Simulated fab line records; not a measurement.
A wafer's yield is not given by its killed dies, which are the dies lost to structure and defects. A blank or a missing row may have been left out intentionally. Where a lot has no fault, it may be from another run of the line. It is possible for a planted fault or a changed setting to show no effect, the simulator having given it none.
A lot that was struck, set against a sound lot / flow nand harc / 31 out of 1159 route steps
Sound: the wafers L840.1, L840.3, L840.4. Struck: wafers L834.4, L834.5 (left out: L834.3, a lot-mate that was not struck); the cause follows at the end.
For every step that has rows: the tool of each side, followed by ch and its chambers, followed by its first start. Under that, the readings that differ: sound wafers / struck wafers / difference of the means / sigmas: that difference in standard deviations of wafers without a fault.
alike: same words and numbers on both sides, and readings whose means sit less than 2 such deviations apart. not compared: any withheld reading, any reading some wafer has no value for, any bound like >300 that may hide the same value, and any number with overlapping values for which the record gives no deviation.
A row with sigmas, a row that says differs or no value, or rows on one side alone: a step with any of these is where the two part. When numbers do not overlap yet have no deviation, they are printed without sigmas and do not part them. A reading that every wafer of one side lacks parts them only if that side has two wafers or more.

first, 1 step without rows for these wafers: NHARC_A_CHANNEL_HOLE_D1_DEVELOP_09 (develop time 35 s).
NHARC_A_CHANNEL_HOLE_D1_CD_MEAS_10 targets a cd of 100 nm.
  sound on cd sem-02 ch 0, day 12 07:03; struck on cd sem-01 ch 0, day 10 03:34
  alike: cd nm
NHARC_A_CHANNEL_HOLE_D1_OVL_MEAS_11:
  sound: overlay-02 at day 12 07:08; struck: overlay-02 at day 10 03:39
reading=overlay y nm (nm); sound=2.1 1.6 1.9; struck=-0.2 0.0; difference=-2.0; sigmas=-2
  alike: overlay x nm
NHARC_A_CHANNEL_HOLE_D1_INSPECT_12:
  sound: defect inspect-01 at day 12 07:11; struck: defect inspect-01 at day 10 03:41
  alike: raw defect count
then, 5 steps without rows for these wafers: NHARC_A_CHANNEL_HOLE_D1_DESCUM_15 (chemistry O2, time 3 s); NHARC_A_CHANNEL_HOLE_D1_ETCH_38 (etches the open film in CF4, target depth 39 nm, time 65 s); NHARC_A_CHANNEL_HOLE_D1_ETCH_39 (etches the open film in N2/H2, target depth 260 nm, time 325 s); NHARC_A_CHANNEL_HOLE_D1_ETCH_34 (etches the open film in CF4/CHF3, target depth 154 nm, time 77 s); NHARC_A_CHANNEL_HOLE_D1_ETCH_16 (etches the open film in O2/COS, target depth 3100 nm, time 806 s).
NHARC_A_CHANNEL_HOLE_D1_CD_MEAS_18:
  sound: cd sem-03 at day 12 08:34; struck: cd sem-03 at day 10 04:52
  alike: cd nm
NHARC_A_CHANNEL_HOLE_D1_ETCH_19: etches the open film in C4F8/O2/Ar, time 34.5 s.
  sound on har etch-01 ch 0,1, day 12 08:39; struck on har etch-02 ch 1, day 10 04:59
  alike: c4f8 flow sccm, drypump motor current A, esc clamp current uA, showerhead plenum p Torr, throttle valve pct
  not compared: rf hours counter h
then, 1 step without rows for these wafers: NHARC_A_CHANNEL_HOLE_D1_ETCH_20 (etches the open film in C4F8/O2/Ar, time 361.9 s, target depth 1600 nm).
NHARC_A_CHANNEL_HOLE_D1_ETCH_21: etches the open film in C4F8/O2/Ar, time 514.3 s, target depth 1600 nm.
  sound on har etch-01 ch 0,1, day 12 09:08; struck on har etch-02 ch 1, day 10 05:31
  alike: c4f8 flow sccm, drypump motor current A, esc clamp current uA, showerhead plenum p Torr, throttle valve pct
  not compared: rf hours counter h
NHARC_A_CHANNEL_HOLE_D1_ETCH_22: etches the open film in C4F8/O2/Ar, time 666.7 s, target depth 1600 nm.
  sound on har etch-01 ch 0,1, day 12 09:36; struck on har etch-02 ch 1, day 10 05:59
  alike: c4f8 flow sccm, drypump motor current A, esc clamp current uA, showerhead plenum p Torr, throttle valve pct
  not compared: rf hours counter h
NHARC_A_CHANNEL_HOLE_D1_ETCH_23: etches the open film in C4F8/O2/Ar, time 819 s, target depth 1600 nm.
  sound on har etch-01 ch 0,1, day 12 10:11; struck on har etch-02 ch 1, day 10 06:36
  alike: c4f8 flow sccm, drypump motor current A, esc clamp current uA, showerhead plenum p Torr, throttle valve pct
  not compared: rf hours counter h
NHARC_A_CHANNEL_HOLE_D1_ETCH_24: etches the open film in C4F8/O2/Ar, time 906.2 s, target depth 1500 nm.
  sound on har etch-01 ch 0,1, day 12 10:54; struck on har etch-02 ch 1, day 10 07:19
  alike: c4f8 flow sccm, drypump motor current A, esc clamp current uA, showerhead plenum p Torr, throttle valve pct
  not compared: rf hours counter h
NHARC_A_CHANNEL_HOLE_D1_ETCH_25: etches the open film in C4F8/O2/Ar, time 1040.2 s, target depth 1500 nm.
  sound on har etch-01 ch 0,1, day 12 11:41; struck on har etch-02 ch 1, day 10 08:07
  alike: c4f8 flow sccm, drypump motor current A, esc clamp current uA, showerhead plenum p Torr, throttle valve pct
  not compared: rf hours counter h
then, 9 steps without rows for these wafers: NHARC_A_CHANNEL_HOLE_D1_ETCH_26 (etches the open film in C4F8/O2/Ar, time 224.1 s, target depth 300 nm); NHARC_A_CHANNEL_HOLE_D1_ETCH_33 (etches the open film in C4F8/O2/Ar, time 90 s, target depth 400 nm); NHARC_A_CHANNEL_HOLE_D1_STRIP_41 (strips in N2/H2); NHARC_A_CHANNEL_HOLE_D1_STRIP_42 (strips in CF4/CHF3); NHARC_A_CHANNEL_HOLE_D1_STRIP_43 (strips in O2/COS); NHARC_A_CHANNEL_HOLE_D1_ETCH_44 (etches the open film in CF4/O2, target depth 140 nm, overetch 14 nm, time 77 s); NHARC_A_CHANNEL_HOLE_D1_STRIP_27 (strips in O2); NHARC_A_CHANNEL_HOLE_D1_PRECLEAN_28 (cleans in SC1); NHARC_A_CHANNEL_HOLE_D1_SRD_29.
NHARC_A_CHANNEL_HOLE_D1_CD_MEAS_30:
  sound: cd sem-01 at day 12 14:10; struck: cd sem-02 at day 10 10:26
  alike: cd nm
then, 1 step without rows for these wafers: NHARC_A_CHANNEL_HOLE_D1_XSEM_31.
NHARC_A_CHANNEL_HOLE_D1_INSPECT_40:
  sound: defect inspect-01 at day 12 14:21; struck: defect inspect-02 at day 10 10:38
reading=raw defect count; sound=83 90 80; struck=623 621; difference=+538; sigmas=+32
then, 1 step without rows for these wafers: NHARC_A_CHANNEL_FILL_D1_PRECLEAN_00 (cleans in SC1).
-- break in the record here, with 11 days between the starts of the struck wafers on either side (left off in module A_CHANNEL_FILL_D1, picked up again in module END, where the first step shown is number 1159 on the route) --
NHARC_END_SORT_01:
  at this point the record logs the struck wafers (prober-02 ch 0, day 21 10:05) and has no rows for the sound ones

== WHERE THEY PART ==
Earliest at NHARC_A_CHANNEL_HOLE_D1_OVL_MEAS_11; latest, in this record, at NHARC_END_SORT_01.

WHY: what had been put in by the simulator
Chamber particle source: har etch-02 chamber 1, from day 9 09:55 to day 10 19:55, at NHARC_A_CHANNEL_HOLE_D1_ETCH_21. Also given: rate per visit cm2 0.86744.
